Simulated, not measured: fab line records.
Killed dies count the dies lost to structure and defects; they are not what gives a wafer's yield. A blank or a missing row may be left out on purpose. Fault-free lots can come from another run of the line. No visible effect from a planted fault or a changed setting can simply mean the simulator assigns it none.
fab line records | flow nand-harc
record lots=5 wafers=15 last-day=31
route steps=1302 shown P_ZERO_WELL@14 END@1302
lots that met no fault: taken from a fault-free run of the same line
start-h: the number of hours between the record's first day and the start of the first shown wafer of the lot | wait-h: hours from the lot's prior step to this one | " the same as in the row above | L1.1+2: a single row standing in for several wafers | - no value present, or no start provided | * or withheld: withheld | < > ~ a bound
route shown NAME@n: a module of which the file shows steps, and the number in the route of the first | usual: the fault-free wafers' mean and standard deviation | same: alike in all rows | chamber/n: place in a boat | sites: the reading at each site | _std_site: standard deviation of those values | _edge_site: outer sites' mean less inner sites' | radius-mm: how far each site lies from the wafer's centre | mask NAME#n: copy n | behind: tool/chamber where the wafer was last shaped | hold: cause of the lot's hold/its duration in hours/its outcome | device: names the non-switching transistor (n, p or np) | end of line: tests run on the same wafers once the route is complete | step lacking rows: just its recipe | killed: the dies lost at the first sort to structure and to defects; this is not the yield of the wafer | map: dies across one wafer; x = killed, . = not, _ = none there
set.NAME: the setting that was run; set.NAME@STEP: the one run at that earlier step | model.NAME: the simulator's own value behind a step, which no gauge read
certain route steps with their lots: each step a table, each wafer a row
services: a tool's chamber out of use, with start hour (start-h, from the record's first day; less than 0 if before it), hours out, and reason
## steps
# step NHARC_P_ZERO_WELL_CD_MEAS_11
# recipe target-cd-nm=500 landing-energy-ev=500
# usual cd-nm=500/3.3
# columns lot.wafer tool chamber start-h wait-h cd-nm
L897.3 cd-sem-03 0 51.15 - 503
L897.5 " 0 " " 497
L897.6 " 0 " " 497
L898.1 cd-sem-01 0 61.24 - 502
L898.2 " 0 " " 504
L898.5 " 0 " " 502
L900.2 cd-sem-03 0 81.12 - 504
L900.3 " 0 " " 502
L900.5 " 0 " " 499
L908.2 cd-sem-02 0 161.23 - 499
L908.5 " 0 " " 499
L908.6 " 0 " " 497
L913.1 cd-sem-02 0 211.25 - 496
L913.4 " 0 " " 498
L913.5 " 0 " " 495
# step NHARC_P_ZERO_WELL_HARDBAKE_12
# recipe temp-c=118 time-s=65
# step NHARC_P_ZERO_WELL_DESCUM_13
# recipe time-s=3 o2-flow-sccm=200 ar-flow-sccm=0 bias-power-w=0 chemistry=O2
# usual drypump-motor-current-A=5.7/0.38 mfc-ar-sccm=0.005/0.0093 oes-product-au=0.997/0.012 rf-vpp-V=57.9/0.92 showerhead-plenum-p-Torr=1.95/0.099 throttle-valve-pct=11.311/0.0096
# same time-s=3
# columns lot.wafer tool chamber start-h wait-h drypump-motor-current-A mfc-ar-sccm oes-product-au rf-hours-counter-h rf-vpp-V showerhead-plenum-p-Torr throttle-valve-pct
L897.3 rie-diel-02 1 51.32 - 5.4 0 1.019 0 59.0 1.99 11.301
L897.6 " 2 " " 6.0 0 0.995 - 57.7 1.85 11.319
L897.5 " 3 " " 5.3 0 0.970 - 58.7 2.08 11.303
L898.2 rie-diel-01 0 61.40 - 6.2 0 1.007 6 56.9 1.87 11.309
L898.1 " 3 " " 5.1 0.012 0.978 6 57.4 2.00 11.320
L898.5 " 1 " " 5.6 0 0.987 - 60.1 1.97 11.315
L900.3 rie-diel-01 1 81.28 - 5.7 0 0.988 14 59.0 1.97 11.320
L900.2 " 3 " " 5.1 0.012 0.980 10 57.0 2.00 11.294
L900.5 " 0 " " 6.1 0 1.000 - 56.0 1.86 11.310
L908.2 rie-diel-02 0 161.39 - 5.6 0 0.989 38 56.4 1.82 11.319
L908.6 " 0 " " 5.6 0 0.997 - 58.5 1.82 11.308
L908.5 " 1 " " 5.3 0 0.995 - 57.9 1.99 11.311
L913.4 rie-diel-02 3 211.41 - 5.3 0 0.996 56 57.7 2.06 11.303
L913.1 " 1 " " 5.4 0 1.009 46 59.1 1.98 11.303
L913.5 " 3 " " 5.3 0 0.980 - 57.6 2.06 11.306
# step NHARC_P_ZERO_WELL_ETCH_65
# recipe target-depth-a=800 overetch-a=240 time-s=87.88 ion-energy-ev=200 n2-flow-sccm=150 h2-flow-sccm=150 ar-flow-sccm=0 rf-w=400 bias-w=150 chemistry=N2/H2
# usual drypump-motor-current-A=5.6/0.38 mfc-ar-sccm=0.005/0.0094 oes-product-au=0.998/0.012 rf-vpp-V=432/3 showerhead-plenum-p-Torr=2.08/0.11 throttle-valve-pct=14.170/0.0091
# same time-s=87.88
# columns lot.wafer tool chamber start-h wait-h drypump-motor-current-A mfc-ar-sccm oes-product-au rf-hours-counter-h rf-vpp-V showerhead-plenum-p-Torr throttle-valve-pct
L897.3 rie-diel-02 1 51.38 0.1 5.3 0 1.016 0 433 2.13 14.185
L897.5 " 1 " " 5.4 0 1.007 - 433 2.13 14.179
L897.6 " 2 " " 5.9 0 0.992 - 428 1.97 14.156
L898.2 rie-diel-01 1 61.55 0.1 5.7 0 0.991 7 432 2.10 14.155
L898.1 " 2 " " 5.7 0.026 0.995 6 429 2.01 14.172
L898.5 " 0 " " 6.2 0 1.003 - 429 1.99 14.168
L900.2 rie-diel-01 3 81.36 0.1 5.1 0.012 0.975 10 434 2.13 14.173
L900.3 " 1 " " 5.7 0 0.981 14 433 2.10 14.179
L900.5 " 0 " " 6.2 0 0.998 - 428 1.99 14.160
L908.2 rie-diel-02 2 161.49 0.1 6.0 0 1.002 34 427 1.96 14.167
L908.6 " 0 " " 5.6 0 0.993 - 427 1.94 14.181
L908.5 " 1 " " 5.3 0 1.000 - 433 2.12 14.177
L913.4 rie-diel-02 0 211.50 0.1 5.6 0 0.986 55 429 1.94 14.179
L913.1 " 2 " " 5.9 0 0.998 53 428 1.95 14.162
L913.5 " 1 " " 5.4 0 1.017 - 433 2.11 14.184
# step NHARC_P_ZERO_WELL_ETCH_62
# recipe target-depth-a=130 time-s=6.5 chf3-flow-sccm=50 ar-flow-sccm=200 rf-w=500 bias-w=200 chemistry=CHF3/Ar
# usual chf3-flow-sccm=50.00/0.15 drypump-motor-current-A=5.7/0.39 mfc-ar-sccm=200.0/0.61 oes-product-au=0.958/0.018 rf-vpp-V=371.4/2.8 showerhead-plenum-p-Torr=2.38/0.12 throttle-valve-pct=20.216/0.009
# same time-s=6.5
# columns lot.wafer tool chamber start-h wait-h chf3-flow-sccm drypump-motor-current-A mfc-ar-sccm oes-product-au rf-hours-counter-h rf-vpp-V showerhead-plenum-p-Torr throttle-valve-pct
L897.3 rie-diel-02 2 - - 50.08 6.0 201.0 0.940 0 370.1 2.27 20.228
L897.5 " 2 " " 50.09 5.9 200.6 0.937 - 367.2 2.27 20.218
L897.6 " 3 " " 50.34 5.2 200.2 0.936 - 373.6 2.54 20.223
L898.2 rie-diel-01 1 - - 49.89 5.6 199.4 0.939 7 373.6 2.41 20.215
L898.1 " 2 " " 50.26 5.7 200.3 0.964 6 368.4 2.31 20.199
L898.5 " 1 " " 50.09 5.7 200.0 0.939 - 372.8 2.41 20.215
L900.2 rie-diel-01 2 - - 50.01 5.7 199.5 0.982 13 370.3 2.31 20.205
L900.3 " 3 " " 49.91 5.2 199.6 0.952 10 373.6 2.44 20.200
L900.5 " 2 " " 50.18 5.7 200.2 0.974 - 369.1 2.31 20.215
L908.2 rie-diel-02 3 - - 50.17 5.2 199.3 0.964 39 374.4 2.52 20.230
L908.5 " 1 " " 49.86 5.3 200.4 0.954 - 373.0 2.43 20.211
L908.6 " 2 " " 49.95 5.9 198.6 0.981 - 368.0 2.26 20.209
L913.1 rie-diel-02 3 - - 49.96 5.2 199.9 0.963 56 376.9 2.51 20.221
L913.4 " 0 " " 50.14 5.6 201.0 0.948 55 368.5 2.23 20.210
L913.5 " 3 " " 50.03 5.2 200.1 0.954 - 375.4 2.51 20.211
# step NHARC_P_ZERO_WELL_ETCH_63
# recipe target-depth-a=1200 time-s=40.1 hbr-flow-sccm=150 cl2-flow-sccm=50 rf-w=400 icp-w=400 bias-w=100 chemistry=HBr/Cl2
# usual drypump-motor-current-A=5.8/0.48 oes-product-au=1.002/0.012 throttle-valve-pct=26.408/0.0097
# same time-s=40.1
# columns lot.wafer tool chamber start-h wait-h drypump-motor-current-A oes-product-au rf-hours-counter-h throttle-valve-pct
L897.3 rie-si-01 1 51.57 - 6.2 0.983 0.2 26.416
L897.5 " 0 " " 5.8 0.994 - 26.396
L897.6 " 1 " " 6.1 0.989 - 26.426
L898.2 rie-si-05 0 61.71 - 6.0 1.005 0.7 26.407
L898.1 " 1 " " 5.8 1.007 0.6 26.407
L898.5 " 1 " " 5.8 1.000 - 26.408
L900.2 rie-si-03 2 81.53 - 4.9 1.010 0.2 26.410
L900.3 " 0 " " 6.8 0.984 0.2 26.424
L900.5 " 1 " " 6.1 1.001 - 26.419
L908.2 rie-si-03 0 161.68 - 6.8 0.996 0.6 26.402
L908.6 " 2 " " 4.9 0.993 - 26.408
L908.5 " 3 " " 5.8 1.009 - 26.410
L913.4 rie-si-03 3 211.72 - 5.7 1.011 0.8 26.395
L913.1 " 1 " " 6.1 0.995 1.0 26.412
L913.5 " 2 " " 5.0 1.001 - 26.412
# step NHARC_P_ZERO_WELL_STRIP_15
# recipe time-s=900 temp-c=130 chemistry=SPM
# step NHARC_P_ZERO_WELL_DEHYDRATE_16
# recipe temp-c=150 time-s=120
# step NHARC_P_ZERO_WELL_HMDS_17
# recipe time-s=30
# step NHARC_P_ZERO_WELL_COAT_18
# recipe spin-rpm=withheld
# step NHARC_P_ZERO_WELL_SOFTBAKE_19
# recipe temp-c=122 time-s=95
# step NHARC_P_ZERO_WELL_EBR_20
# step NHARC_P_ZERO_WELL_EXPOSE_21
# recipe na=0.6 target-cd-nm=720 dose-mj=22.31 mask-id=P_NWELL
# usual reticle-temp-C=22.98/0.1
# columns lot.wafer tool chamber start-h wait-h mask reticle-temp-C
L897.3 krf-scanner-01 0 52.34 - P_NWELL_R1#0 23.20
L897.5 " 0 " " P_NWELL_R1#0 23.13
L897.6 " 0 " " P_NWELL_R1#0 23.15
L898.1 krf-scanner-04 0 62.48 - P_NWELL#0 22.86
L898.2 " 0 " " P_NWELL#0 23.01
L898.5 " 0 " " P_NWELL#0 22.86
L900.2 krf-scanner-01 0 82.34 - P_NWELL#0 22.85
L900.3 " 0 " " P_NWELL#0 22.91
L900.5 " 0 " " P_NWELL#0 22.90
L908.2 krf-scanner-04 0 162.42 - P_NWELL#0 22.97
L908.5 " 0 " " P_NWELL#0 22.83
L908.6 " 0 " " P_NWELL#0 23.15
L913.1 krf-scanner-04 0 212.54 - P_NWELL#0 23.02
L913.4 " 0 " " P_NWELL#0 22.95
L913.5 " 0 " " P_NWELL#0 23.06
# step NHARC_P_ZERO_WELL_PEB_22
# recipe peb-temp-c=118 peb-time-s=85
# step NHARC_P_ZERO_WELL_DEVELOP_23
# recipe time-s=70
# step NHARC_P_ZERO_WELL_CD_MEAS_24
# recipe target-cd-nm=720 landing-energy-ev=500
# usual cd-nm=721.4/2
# columns lot.wafer tool chamber start-h wait-h cd-nm
L897.3 cd-sem-03 0 52.49 - 661.1
L897.5 " 0 " " 662.9
L897.6 " 0 " " 661.4
L898.1 cd-sem-01 0 62.63 - 724.6
L898.2 " 0 " " 719.5
L898.5 " 0 " " 723.7
L900.2 cd-sem-02 0 82.49 - 719.9
L900.3 " 0 " " 722.9
L900.5 " 0 " " 720.4
L908.2 cd-sem-03 0 162.58 - 723.1
L908.5 " 0 " " 721.6
L908.6 " 0 " " 724.3
L913.1 cd-sem-02 0 212.69 - 721.2
L913.4 " 0 " " 722.5
L913.5 " 0 " " 719.3
# step NHARC_P_ZERO_WELL_HARDBAKE_25
# recipe temp-c=125 time-s=80
# step NHARC_P_ZERO_WELL_DESCUM_26
# recipe time-s=3 o2-flow-sccm=200 ar-flow-sccm=0 bias-power-w=0 chemistry=O2
# usual drypump-motor-current-A=5.7/0.41 mfc-ar-sccm=0.006/0.01 oes-product-au=0.997/0.012 rf-vpp-V=57.8/0.88 showerhead-plenum-p-Torr=1.94/0.094 throttle-valve-pct=11.310/0.0086
# same time-s=3
# columns lot.wafer tool chamber start-h wait-h drypump-motor-current-A mfc-ar-sccm oes-product-au rf-hours-counter-h rf-vpp-V showerhead-plenum-p-Torr throttle-valve-pct model.P_ZERO_WELL.cd-nm
L897.3 rie-diel-13 1 52.67 - 6.1 0 0.987 21 59.3 2.07 11.305 661.2
L897.5 " 3 " " 5.2 0.025 1.010 - 58.5 2.03 11.305 662
L897.6 " 0 " " 6.3 0 1.004 - 58.4 1.82 11.315 662.2
L898.1 rie-diel-01 2 62.80 - 5.7 0.026 0.990 6 58.1 1.88 11.303 725.2
L898.2 " 3 " " 5.2 0.012 0.978 6 59.0 2.00 11.323 719.4
L898.5 " 3 " " 5.2 0.012 0.973 - 59.2 2.00 11.318 723.4
L900.3 rie-diel-13 0 82.65 - 6.3 0 1.005 34 57.3 1.82 11.311 723.7
L900.2 " 3 " " 5.2 0.025 1.003 34 56.1 2.03 11.308 719.8
L900.5 " 1 " " 6.1 0 0.988 - 58.3 2.07 11.314 720.6
L908.2 rie-diel-13 0 162.75 - 6.3 0 1.000 61 57.4 1.81 11.313 724
L908.6 " 3 " " 5.2 0.025 1.010 - 57.0 2.02 11.327 723.4
L908.5 " 0 " " 6.3 0 1.009 - 56.4 1.81 11.302 722
L913.1 rie-diel-13 3 212.90 - 5.2 0.025 0.994 14 59.6 2.01 11.310 721.2
L913.4 " 0 " " 6.3 0 0.992 - 57.3 1.81 11.297 722.5
L913.5 " 2 " " 5.5 0 0.996 - 57.9 2.05 11.297 718.7
# step NHARC_P_ZERO_WELL_IMPLANT_27
# recipe energy-kev=600 dose-cm2=1e+13 tilt-deg=7
# step NHARC_END_SORT_01
# recipe temp-c=25
# usual killed-at-array=58/19 killed-at-other=1.1/1.2 killed-at-periphery=3.8/2.4 killed-dies=63/18 killed-open=3.3/1.8 killed-short=2.2/1.6
# same gross-dies=677
# columns lot.wafer tool chamber start-h wait-h killed-at-array killed-at-other killed-at-periphery killed-dies killed-open killed-short
L897.5 prober-01 0 594.27 3.7 46 2 8 56 4 3
L897.6 prober-01 0 595.06 4.0 41 1 4 46 4 0
L908.2 prober-01 0 697.05 2.8 78 1 2 81 2 2
L908.5 prober-01 0 699.43 3.7 62 4 0 66 3 2
L908.6 prober-01 0 700.22 4.0 60 3 2 65 3 1
# killed by level:class
L897.5 A_CHANNEL_HOLE_D2:chamber-film-flake=27 A_CONTACT:chamber-film-flake=8 P_ZERO_WELL:chamber-film-flake=3 P_GATE:chamber-film-flake=2 A_CHANNEL_HOLE_D1:chamber-film-flake=2 P_M0:geometric-particle:open=1 A_CHANNEL_FILL_D1:geometric-particle:short=1 A_ONON_D2:geometric-particle:short=1
L897.6 A_CHANNEL_HOLE_D2:chamber-film-flake=28 A_CONTACT:chamber-film-flake=4 A_DECK1_JOINT:chamber-film-flake=3 A_CONTACT:geometric-particle:open=2 P_GATE:chamber-film-flake=2 P_CONTACT:geometric-particle:open=1 A_SOURCE_PLATE:geometric-particle:open=1 A_CHANNEL_HOLE_D1:chamber-film-flake=1
L908.2 A_SLIT:chamber-film-flake=34 A_CHANNEL_HOLE_D2:chamber-film-flake=21 A_CHANNEL_HOLE_D1:chamber-film-flake=6 A_CONTACT:chamber-film-flake=6 A_WL_FILL:chamber-film-flake=3 A_STAIRCASE:chamber-film-flake=2 P_STI:geometric-particle:open=1 A_ONON_D1:geometric-particle:open=1
L908.5 A_SLIT:chamber-film-flake=30 A_CHANNEL_HOLE_D2:chamber-film-flake=11 A_CONTACT:chamber-film-flake=5 A_CHANNEL_HOLE_D1:chamber-film-flake=4 THIN_TSV:chamber-film-flake=4 A_M1:chamber-film-flake=3 A_ONON_D1:geometric-particle:short=1 A_DECK1_JOINT:geometric-particle:short=1
L908.6 A_SLIT:chamber-film-flake=31 A_CHANNEL_HOLE_D2:chamber-film-flake=16 A_CHANNEL_HOLE_D1:chamber-film-flake=3 A_STAIRCASE:chamber-film-flake=3 A_CONTACT:chamber-film-flake=3 THIN_TSV:chamber-film-flake=3 P_M0:geometric-particle:open=1 A_SOURCE_PLATE:geometric-particle:short=1
## services
# columns tool chamber start-h hours kind
rie-diel-13 - 34.32 0.9 repair
rie-diel-02 - 39.72 9.0 pm
rie-si-03 - 44.00 9.0 pm
rie-diel-02 1 64.84 17.7 repair
rie-si-03 3 72.49 10.6 repair
rie-diel-13 2 76.87 8.1 repair
krf-scanner-04 - 86.66 3.9 repair
rie-diel-13 1 96.56 13.6 repair
rie-diel-02 1 97.13 10.4 repair
rie-diel-01 2 99.19 12.6 repair
rie-si-03 0 110.57 4.0 repair
krf-scanner-01 - 110.63 0.5 repair
rie-diel-13 3 111.55 14.8 repair
krf-scanner-04 - 120.93 4.2 repair
krf-scanner-04 - 132.52 0.4 repair
rie-diel-02 1 139.29 3.9 repair
krf-scanner-01 - 140.00 4.0 pm
rie-diel-13 2 151.45 7.7 repair
rie-diel-13 - 165.01 9.0 pm
krf-scanner-04 - 182.00 4.0 pm
rie-diel-01 3 186.41 2.4 repair
rie-diel-02 0 191.14 11.7 repair
rie-diel-13 1 201.50 13.2 repair
rie-diel-01 - 203.90 9.0 pm
## key
first-sign step=NHARC_P_ZERO_WELL_EXPOSE_21 reading=mask direction=changed
effect step=NHARC_P_ZERO_WELL_CD_MEAS_24 reading=cd-nm direction=down sigmas=30 usual=721.4 struck=661.8
model-effect step=NHARC_P_ZERO_WELL_DESCUM_26 value=P_ZERO_WELL.cd-nm without=719.1 struck=661.8
met-at NHARC_P_ZERO_WELL_EXPOSE_21
struck-wafers L897.3,L897.5,L897.6
tester-left-out L897
fault kind=wrong-mask tool=any chamber=- onset-h=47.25 steps=NHARC_P_ZERO_WELL_EXPOSE_21 aux-copy=P_NWELL_R1#0 cd-offset-nm=-57.316 scope=struck-lots-only
# tester-left-out: of these lots the tester's yield and bins aren't shown, on N5 and GAA mostly nor the transistor test; their killed dies are dies lost to structure and defects alone, not to doping, threshold or leakage, so they don't give the yield
